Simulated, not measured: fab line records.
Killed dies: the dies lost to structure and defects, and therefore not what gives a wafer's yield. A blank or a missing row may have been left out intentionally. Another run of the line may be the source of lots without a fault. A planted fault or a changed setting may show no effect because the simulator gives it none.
Matching of chambers || flow nandHarc || NHARC_P_M0_PRE_CLEAN_31 on pecvd-02 has 3 sister chambers
The step time 12 s. 14 wafers are shown with their chamber, then 7 later ones without.

WAFERS, EACH WITH ITS CHAMBER
{"wafer": "L077.2", "chamber": 1, "heaterPowerW (W)": 606}
{"wafer": "L077.4", "chamber": 1, "heaterPowerW (W)": 610}
{"wafer": "L077.6", "chamber": 0, "heaterPowerW (W)": 670}
{"wafer": "L080.3", "chamber": 1, "heaterPowerW (W)": 589}
{"wafer": "L080.5", "chamber": 0, "heaterPowerW (W)": 686}
{"wafer": "L080.6", "chamber": 2, "heaterPowerW (W)": 477}
{"wafer": "L088.4", "chamber": 0, "heaterPowerW (W)": 532}
{"wafer": "L088.5", "chamber": 1, "heaterPowerW (W)": 656}
{"wafer": "L088.6", "chamber": 2, "heaterPowerW (W)": 473}
{"wafer": "L092.1", "chamber": 2, "heaterPowerW (W)": 475}
{"wafer": "L092.5", "chamber": 2, "heaterPowerW (W)": 491}
{"wafer": "L092.6", "chamber": 0, "heaterPowerW (W)": 565}
{"wafer": "L093.2", "chamber": 0, "heaterPowerW (W)": 618}
{"wafer": "L093.3", "chamber": 1, "heaterPowerW (W)": 610}

SIGNATURES, as means of the wafers listed above
{"reading": "heaterPowerW", "chamber 0": 614.20, "chamber 1": 614.20, "chamber 2": 479.00, "scatter within a chamber": 42.8}
Rule: distance of a wafer from a chamber = root of the sum over the readings of ((wafer's reading minus chamber's mean) / reading's scatter) squared. If the next closest chamber is less than 2 further off than the closest, the wafer can't be placed; otherwise it belongs to the closest. The scatter: take each reading less its chamber's mean, square it, sum over the shown wafers, divide by the number of wafers less the number of chambers, and take the root.

WAFERS WHOSE CHAMBER IS MISSING
{"wafer": "L093.5", "heaterPowerW (W)": 611}
{"wafer": "L094.1", "heaterPowerW (W)": 478}
{"wafer": "L094.3", "heaterPowerW (W)": 544}
{"wafer": "L094.6", "heaterPowerW (W)": 466}
{"wafer": "L097.2", "heaterPowerW (W)": 461}
{"wafer": "L097.4", "heaterPowerW (W)": 633}
{"wafer": "L097.5", "heaterPowerW (W)": 607}

EACH ONE'S CHAMBER
{"wafer": "L093.5", "from the rows above": "can't be placed: 0 or 1", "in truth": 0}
{"wafer": "L094.1", "from the rows above": 2, "in truth": 2}
{"wafer": "L094.3", "from the rows above": "can't be placed: 2 or 0 or 1", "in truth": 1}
{"wafer": "L094.6", "from the rows above": 2, "in truth": 2}
{"wafer": "L097.2", "from the rows above": 2, "in truth": 2}
{"wafer": "L097.4", "from the rows above": "can't be placed: 0 or 1", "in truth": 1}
{"wafer": "L097.5", "from the rows above": "can't be placed: 0 or 1", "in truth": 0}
3 of 7 placed correctly. Cannot be placed on the basis of these rows: 4; the candidates contain the true chamber in 4. Number placed wrongly: 0.
